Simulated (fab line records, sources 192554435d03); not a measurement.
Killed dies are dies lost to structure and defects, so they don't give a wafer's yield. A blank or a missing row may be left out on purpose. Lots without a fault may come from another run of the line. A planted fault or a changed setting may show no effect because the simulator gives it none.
fab line records | flow n5_finfet
record lots=3 wafers=8 last_day=17
route steps=1938 shown DUMMY_GATE@228 SPACER0@258 SD_EPI_N@262 SD_EPI_P@329 SD_ACTIVATION@334 PASSIVATION@1936
lots that met no fault: from a run of the same line without faults
start_h: hours from the record's first day to the start of the lot's first wafer shown | wait_h: hours since the lot's step before | " the same as in the row above | L1.1+2: a row that stands for several wafers | - no value, or no start given | * or withheld: withheld | < > ~ a bound
route shown NAME@n: a module of which the file shows steps, and the number in the route of the first | usual: mean/standard deviation of fault-free wafers | same: alike in all rows | chamber/n: place in a boat | sites: the reading at each site | _std_site: their standard deviation | _edge_site: outer sites' mean less inner sites' | radius_mm: how far each site lies from the wafer's centre | mask NAME#n: copy n | behind: the tool/chamber that last shaped the wafer | hold: why the lot was held/for how many hours/how that ended | device: the transistor (n, p or np) that didn't switch | end of line: the same wafers' tests at the end of the route | a step without rows: its recipe alone | killed: dies lost to structure and defects at the first sort, not the wafer's yield | map: a wafer's dies, x killed, . not, _ none there
set.NAME: the setting as run; set.NAME@STEP: as run at that earlier step | model.NAME: the simulator's own value behind a step, which no gauge read
lots at some steps of the route; a table a step, a row a wafer
services: from which hour (start_h, from the record's first day; less than 0 if before it) a tool's chamber was out of use, for how many hours, and why
## steps
# step N5_DUMMY_GATE_EXPOSE_12
# recipe mask_id=GATE na=0.33 source_shape=annular sigma_inner=0.2 sigma_outer=0.6 polarization=unpolarized target_cd_nm=25 dose_mj=34
# step N5_DUMMY_GATE_PEB_13
# recipe peb_temp_c=100 peb_time_s=60 resist=CAR-EUV
# step N5_DUMMY_GATE_DEVELOP_14
# recipe develop_time_s=30 developer=TMAH resist=CAR-EUV rinse_liquid=surfactant_rinse dry=air_spin dev_temp_c=23
# step N5_DUMMY_GATE_DESCUM_20
# recipe chemistry=O2 time_s=6.2 source_power_w=50 bias_power_w=20 pressure_mtorr=20 rf_frequency_hz=2.712e+07 temp_c=40 resist=CAR-EUV o2_flow_sccm=225
# step N5_DUMMY_GATE_ETCH_29
# recipe chemistry=N2/H2 target=underlayer target_depth_a=130 ion_energy_ev=200 pressure_mtorr=30 source_w=840 bias_w=150 n2_flow_sccm=200 h2_flow_sccm=200
# step N5_DUMMY_GATE_ETCH_36
# recipe chemistry=CF4 target=SiARC target_depth_a=130 pressure_mtorr=40 source_w=545 bias_w=36 Ar_flow_sccm=100 cf4_flow_sccm=100 ion_energy_ev=80
# step N5_DUMMY_GATE_ETCH_37
# recipe chemistry=N2/H2 target=SOC target_depth_a=600 overetch_a=300 temp_c=40 ion_energy_ev=200 pressure_mtorr=30 source_w=840 bias_w=150 n2_flow_sccm=200 h2_flow_sccm=200
# step N5_DUMMY_GATE_STRIP_38
# recipe chemistry=N2/H2 temp_c=40 n2_flow_sccm=200 h2_flow_sccm=200 rf_frequency_hz=6e+07
# step N5_DUMMY_GATE_STRIP_39
# recipe chemistry=N2/H2 temp_c=40 n2_flow_sccm=200 h2_flow_sccm=200 rf_frequency_hz=6e+07
# step N5_DUMMY_GATE_TRIM_49
# recipe chemistry=O2 resist=SOC time_s=29 target_cd_nm=14 source_power_w=300 bias_power_w=0 O2_flow_sccm=100 temp_c=20
# usual chamber_pressure_mTorr=59.99/0.057 drypump_motor_current_A=5.7/0.48 oes_product_au=0.996/0.013 throttle_valve_pct=8.24/0.16
# columns lot.wafer tool chamber start_h wait_h chamber_pressure_mTorr drypump_motor_current_A oes_product_au rf_hours_counter_h throttle_valve_pct
L620.2 rie_si-05 0 54.89 0.0 60.03 6.0 1.008 45 8.32
L620.4 " 2 " " 59.92 6.1 1.004 193 8.34
L620.5 " 2 " " 59.97 6.1 0.992 - 8.33
L636.3 rie_si-05 0 148.69 0.0 60.01 6.0 1.006 47 8.31
L636.6 " 0 " " 60.00 6.0 1.009 - 8.32
L640.2 rie_si-04 2 177.86 0.0 60.01 6.0 0.989 0 8.09
L640.3 " 0 " " 59.92 5.5 0.999 7 8.08
L640.6 " 2 " " 59.99 6.0 0.990 - 8.09
# step N5_DUMMY_GATE_STRIP_40
# recipe chemistry=CF4 resist=SiARC power_w=300 bias_power_w=75 pressure_mtorr=50 cf4_flow_sccm=150 rf_frequency_hz=6e+07
# step N5_DUMMY_GATE_ETCH_31
# recipe chemistry=C4F6/O2 target=SiO2 mask_material=SOC target_depth_a=825 time_s=27.5 ion_energy_ev=250 pressure_mtorr=30 source_w=345 bias_w=185 Ar_flow_sccm=300 C4F6_flow_sccm=10 O2_flow_sccm=10
# step N5_DUMMY_GATE_STRIP_41
# recipe chemistry=O2 power_w=400 temp_c=40 pressure_mtorr=30 rf_frequency_hz=6e+07 bias_power_w=0 overash_fraction=0.3 o2_flow_sccm=225
# step N5_DUMMY_GATE_HM_OPEN_21
# recipe chemistry=CH3F/O2 target=SiNx target_depth_a=1200 Ar_flow_sccm=150 CH3F_flow_sccm=30 O2_flow_sccm=23 time_s=171.4 pressure_mtorr=30 source_w=395 bias_w=73 ion_energy_ev=120.7
# step N5_DUMMY_GATE_ETCH_32
# recipe chemistry=CF4 target=SiO2 target_depth_a=35 time_s=3.9 ion_energy_ev=350 pressure_mtorr=10 icp_w=800 bias_w=400 cf4_flow_sccm=80
# step N5_DUMMY_GATE_ETCH_23
# recipe chemistry=HBr/Cl2/O2 HBr_flow_sccm=150 Cl2_flow_sccm=80 O2_flow_sccm=12 bias_w=102 target_depth_a=410 time_s=22.3 target=poly-Si mask_material=SiO2 pressure_mtorr=10 icp_w=800
# step N5_DUMMY_GATE_ETCH_44
# recipe chemistry=HBr/O2 over_etch_frac=0.7 target_depth_a=1275 stop_on=SiO2 ion_energy_ev=60 bias_w=20 target=poly-Si mask_material=SiO2 pressure_mtorr=20 icp_w=400 HBr_flow_sccm=120 O2_flow_sccm=10
# step N5_DUMMY_GATE_ETCH_42
# recipe chemistry=CHF3/O2 target=SiO2 target_depth_a=35 time_s=31 ion_energy_ev=30 bias_w=12 pressure_mtorr=30 source_w=600 Ar_flow_sccm=200 CHF3_flow_sccm=50 O2_flow_sccm=5
# step N5_DUMMY_GATE_STRIP_48
# recipe chemistry=N2/H2 time_s=20 power_w=100 temp_c=40 pressure_mtorr=100 rf_frequency_hz=6e+07 bias_power_w=3 n2_flow_sccm=300 h2_flow_sccm=300
# step N5_DUMMY_GATE_PRECLEAN_33
# recipe chemistry=dHF time_s=10 dilution=750:1 temp_c=25
# step N5_DUMMY_GATE_PRECLEAN_25
# recipe chemistry=O3/DIW time_s=45 temp_c=22 o3_ppm=10
# step N5_DUMMY_GATE_PRECLEAN_51
# recipe chemistry=SC2 time_s=45 temp_c=35 mix=1:1:50
# step N5_DUMMY_GATE_SRD_26
# recipe dry=ipa_marangoni time_s=30 temp_c=23 rinse_liquid=diw
# step N5_DUMMY_GATE_UV_OZONE_45
# recipe time_s=120 pressure_torr=760 temp_c=25
# step N5_DUMMY_GATE_INSPECT_27
# recipe inspect_instrument=brightfield mode=aei
# usual raw_defect_count=327/95
# columns lot.wafer tool chamber start_h wait_h raw_defect_count
L620.2 defect_inspect-01 - 55.82 0.0 269
L620.4 " - " " 227
L620.5 " - " " 264
L636.3 defect_inspect-01 - 150.00 0.0 1029
L636.6 " - " " 825
L640.2 defect_inspect-01 - 179.08 0.0 335
L640.3 " - " " 558
L640.6 " - " " 340
# step N5_SPACER0_ALD_07
# recipe material=SiNx target_thk_a=20 temp_c=400 ald_precursor_family=SiH2I2 ald_co_reactant=N2/H2-plasma pressure_torr=2
# step N5_SPACER0_ALD_00
# recipe material=SiOCN target_thk_a=35 temp_c=400 ald_precursor_family=alkyl-aminosilane ald_co_reactant=O2/N2-plasma pulse_time_s=3 purge_time_s=2 co_reactant_purge_time_s=2 ald_cycles=58 pressure_torr=2
# step N5_SPACER0_ALD_08
# recipe material=SiNx target_thk_a=20 temp_c=400 ald_precursor_family=SiH2I2 ald_co_reactant=N2/H2-plasma pressure_torr=2
# step N5_SPACER0_INSPECT_04
# recipe inspect_instrument=darkfield mode=post_dep
# usual raw_defect_count=149/36
# columns lot.wafer tool chamber start_h wait_h raw_defect_count
L620.2 defect_inspect-02 - 56.43 0.1 160
L620.4 " - " " 140
L620.5 " - " " 125
L636.3 defect_inspect-02 - 150.60 0.1 683
L636.6 " - " " 592
L640.2 defect_inspect-01 - 179.78 0.1 158
L640.3 " - " " 236
L640.6 " - " " 163
# step N5_SD_EPI_N_COAT_32
# recipe resist=SOC temp_c=250 time_s=60 spin_rpm=1500 resist_thk_nm=350
# step N5_SD_EPI_N_COAT_33
# recipe resist=SiARC temp_c=220 time_s=60 spin_rpm=1500 resist_thk_nm=35
# step N5_SD_EPI_N_COAT_03
# recipe resist=CAR-ArF-block spin_rpm=1500 resist_thk_nm=150
# step N5_SD_EPI_N_EBR_05
# recipe solvent=PGMEA ebr_width_mm=1.5
# step N5_SD_EPI_N_SOFTBAKE_04
# recipe temp_c=110 time_s=60 resist=CAR-ArF-block
# step N5_SD_EPI_N_EXPOSE_06
# recipe mask_id=SD_N_BLK na=1.35 source_shape=conventional sigma_outer=0.8 polarization=unpolarized target_cd_nm=120 dose_mj=39.75
# step N5_SD_EPI_N_PEB_07
# recipe peb_temp_c=110 peb_time_s=60 resist=CAR-ArF-block
# step N5_SD_EPI_N_DEVELOP_08
# recipe develop_time_s=30 developer=TMAH resist=CAR-ArF-block dev_temp_c=23 rinse_liquid=diw dry=air_spin
# step N5_SD_EPI_N_INSPECT_11
# recipe mode=adi inspect_instrument=macro
# usual raw_defect_count=2.1/1.5
# columns lot.wafer tool chamber start_h wait_h raw_defect_count
L620.2 defect_inspect-02 - 56.88 0.0 1
L620.4 " - " " 0
L620.5 " - " " 4
L636.3 defect_inspect-02 - 150.93 0.0 >300
L636.6 " - " " >300
L640.2 defect_inspect-01 - 180.10 0.0 3
L640.3 " - " " 1
L640.6 " - " " 1
# step N5_SD_EPI_N_INSPECT_26
# recipe inspect_instrument=darkfield mode=post_epi
# usual raw_defect_count=231/46
# columns lot.wafer tool chamber start_h wait_h raw_defect_count
L620.2 defect_inspect-01 - 60.91 0.1 214
L620.4 " - " " 231
L620.5 " - " " 197
L636.3 defect_inspect-02 - 154.92 0.1 764
L636.6 " - " " 668
L640.2 defect_inspect-02 - 184.50 0.1 259
L640.3 " - " " 262
L640.6 " - " " 243
# step N5_SD_EPI_P_INSPECT_26
# recipe inspect_instrument=darkfield mode=post_epi
# usual raw_defect_count=193/41
# columns lot.wafer tool chamber start_h wait_h raw_defect_count
L620.2 defect_inspect-01 - 65.95 0.0 135
L620.4 " - " " 133
L620.5 " - " " 141
L636.3 defect_inspect-01 - 160.15 0.0 743
L636.6 " - " " 652
L640.2 defect_inspect-01 - 189.56 0.0 250
L640.3 " - " " 268
L640.6 " - " " 212
# step N5_SD_ACTIVATION_INSPECT_02
# recipe inspect_instrument=darkfield mode=post_anneal
# usual raw_defect_count=193/41
# columns lot.wafer tool chamber start_h wait_h raw_defect_count
L620.2 defect_inspect-01 - 66.70 0.1 142
L620.4 " - " " 128
L620.5 " - " " 145
L636.3 defect_inspect-01 - 161.53 0.1 741
L636.6 " - " " 632
L640.2 defect_inspect-01 - 190.31 0.1 259
L640.3 " - " " 259
L640.6 " - " " 223
# step N5_PASSIVATION_PROBE_49
# usual killed_at_M0_to_M3=35/11 killed_at_M4_up=14/5.4 killed_at_contacts=12/6.2 killed_at_front_end=38/11 killed_at_other=4.1/2.8 killed_dies=103/17 killed_on_rim=13/4 killed_open=66/13 killed_short=34/8.2
# same gross_dies=1180 killed_at_back_side=0
# columns lot.wafer tool chamber start_h wait_h killed_at_M0_to_M3 killed_at_M4_up killed_at_contacts killed_at_front_end killed_at_other killed_dies killed_on_rim killed_open killed_short
L636.3 prober-01 - 383.39 0.1 29 8 10 105 1 153 26 65 27
L636.6 prober-01 - 383.54 0.3 34 18 2 93 2 149 26 62 28
L640.2 prober-02 - 395.98 0.1 52 14 12 28 6 112 14 78 31
L640.3 prober-02 - 396.03 0.1 68 12 20 27 11 138 14 91 46
L640.6 prober-02 - 396.18 0.3 41 27 14 21 6 109 15 76 32
# killed by level:class
L636.3 DUMMY_GATE:unspecified=58 BEOL_M2:geometric_particle:open=12 FIN_SAQP:geometric_particle:open=10 BEOL_M0_SAQP:geometric_particle:open=9 GATE_CUT:geometric_particle:short=7 MOL_CONTACT_COAG:geometric_particle:open=7 STI_FIN_REVEAL:geometric_particle:open=5 GATE_CUT:geometric_particle:open=5
L636.6 DUMMY_GATE:unspecified=55 BEOL_M2:geometric_particle:open=11 GATE_CUT:geometric_particle:short=7 FIN_SAQP:geometric_particle:open=6 GATE_CUT:geometric_particle:open=6 BEOL_M0_SAQP:geometric_particle:open=6 BEOL_M4:geometric_particle:open=6 STI_FIN_REVEAL:geometric_particle:open=5
L640.2 BEOL_M0_SAQP:geometric_particle:open=14 BEOL_M0_SAQP:geometric_particle:short=11 MOL_CONTACT_COAG:geometric_particle:open=11 FIN_SAQP:geometric_particle:open=9 BEOL_M4:geometric_particle:open=9 BEOL_M1:geometric_particle:open=8 BEOL_M1:geometric_particle:short=5 FIN_SAQP:geometric_particle:short=4
L640.3 MOL_CONTACT_COAG:geometric_particle:open=18 BEOL_M0_SAQP:geometric_particle:open=17 BEOL_M0_SAQP:geometric_particle:short=13 BEOL_M1:geometric_particle:open=12 FIN_SAQP:geometric_particle:short=10 BEOL_M2:geometric_particle:open=10 BEOL_M3:geometric_particle:open=8 FIN_SAQP:geometric_particle:open=5
L640.6 BEOL_M4:geometric_particle:open=14 MOL_CONTACT_COAG:geometric_particle:open=12 BEOL_M1:geometric_particle:open=9 BEOL_M0_SAQP:geometric_particle:open=8 BEOL_M0_SAQP:geometric_particle:short=6 BEOL_M4:geometric_particle:short=6 BEOL_M3:geometric_particle:open=5 FIN_SAQP:geometric_particle:open=4
# map L636.3 (x killed, . not)
_________________............________________
______________.............x...._____________
___________.x......................__________
__________.....x...........x.x......_________
________....x........................._______
_______.......x..xx....................______
______.......x..............x..........._____
_____x............................x......____
____.........x........................x.x.___
___.........x........................x.....__
___x................x.............x........__
__.......x................x................._
__............x............................._
_xxxxx..............x.....x.......x.........x
_xxx..x.........x....x......x...x............
_xxxxxx.....x.x....x........x................
_xxxxxx.............x.x.x...........x......x.
_xxxxxx............x..................x......
_xxxxx.x....x.xx....x.........x.....xxx......
_xxxxxxxx.........................x.......x..
_xxxxxx.....x.............................x..
__xxxx..x...x.........x.....x......x........_
__xxxxx..........................x.......x.._
___.x....x................x.......x.x..x...__
___.x..x.............xx..x.................__
____x..............x.x.....x...x..x.......___
_____..............................x.x...____
______x..x..........................x..._____
_______..x.............................______
________...x...x...x.....x...x....x..._______
__________....................x....._________
___________....................x...__________
______________.................._____________
_________________...x..xx..x.________________
# map L620.5 (x killed, . not)
_________________...x........________________
______________....xx............_____________
___________x.....x.................__________
__________...............x..x......._________
________....xx..................xx...._______
_______....x.............x...x.........______
______.................................._____
_____.................x..x........x.x....____
____.x..........x....xx..................x___
___........x.....x.........................__
___x..x......x......x......................__
__.....................x.......x............_
__.x.......................x..x............._
_.x..xx...x.....x..............x.........x...
_............x...x.x....x......x...x....x....
_............xx............x..............x..
_.x..x..........................x............
_........x..................x.......x........
_x.....................x...............x.....
_...................x...................x....
_...........................xx...............
__....x..x..x...x....x......................_
__.x.............x.......x...xx......x.x...._
___...........xx.....................x.....__
___..........x....x............x...........__
____.......x.....x........x.......x.......___
_____...x........................x.......____
______......x.x....x...x................_____
_______............x.............xx....______
________..................x..........._______
__________.....x.....x......x...x..._________
___________.....x..................__________
______________.................._____________
_________________.......x....________________
## services
# columns tool chamber start_h hours kind
rie_si-04 1 143.87 14.4 repair
rie_si-05 2 144.24 - clean
rie_si-05 2 144.24 - consumable_replace:esc
rie_si-05 2 144.24 19.6 scheduled_down
rie_si-05 2 144.24 19.6 vent_cycle
rie_si-04 2 158.26 - clean
rie_si-04 2 158.26 13.7 scheduled_down
rie_si-04 2 158.26 13.7 vent_cycle
rie_si-05 0 170.73 16.1 repair
## key
first_sign step=N5_DUMMY_GATE_INSPECT_27 reading=raw_defect_count direction=up sigmas=6.3 usual=327 struck=927
effect step=N5_SPACER0_INSPECT_04 reading=raw_defect_count direction=up sigmas=14 usual=149 struck=638
effect step=N5_SD_EPI_N_INSPECT_11 reading=raw_defect_count direction=up sigmas=99+ usual=2.1 struck=>300
effect step=N5_SD_EPI_N_INSPECT_26 reading=raw_defect_count direction=up sigmas=11 usual=231 struck=716
effect step=N5_SD_EPI_P_INSPECT_26 reading=raw_defect_count direction=up sigmas=12 usual=193 struck=698
effect step=N5_SD_ACTIVATION_INSPECT_02 reading=raw_defect_count direction=up sigmas=12 usual=193 struck=686
effect step=N5_PASSIVATION_PROBE_49 reading=killed_at_front_end direction=up sigmas=5.4 usual=38 struck=99
more_kills_born_at N5_DUMMY_GATE_TRIM_49@rie_si-05=113
met_at N5_DUMMY_GATE_TRIM_49
struck_wafers L636.3,L636.6
tester_left_out L636
onset_between 54.89 148.69
fault kind=chamber_particle_source tool=rie_si-05 chamber=0 onset_h=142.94 steps=N5_DUMMY_GATE_TRIM_49 rate_per_visit_cm2=0.64079
# tester_left_out: of these lots the tester's yield and bins aren't shown, on N5 and GAA mostly nor the transistor test; their killed dies are dies lost to structure and defects alone, not to doping, threshold or leakage, so they don't give the yield
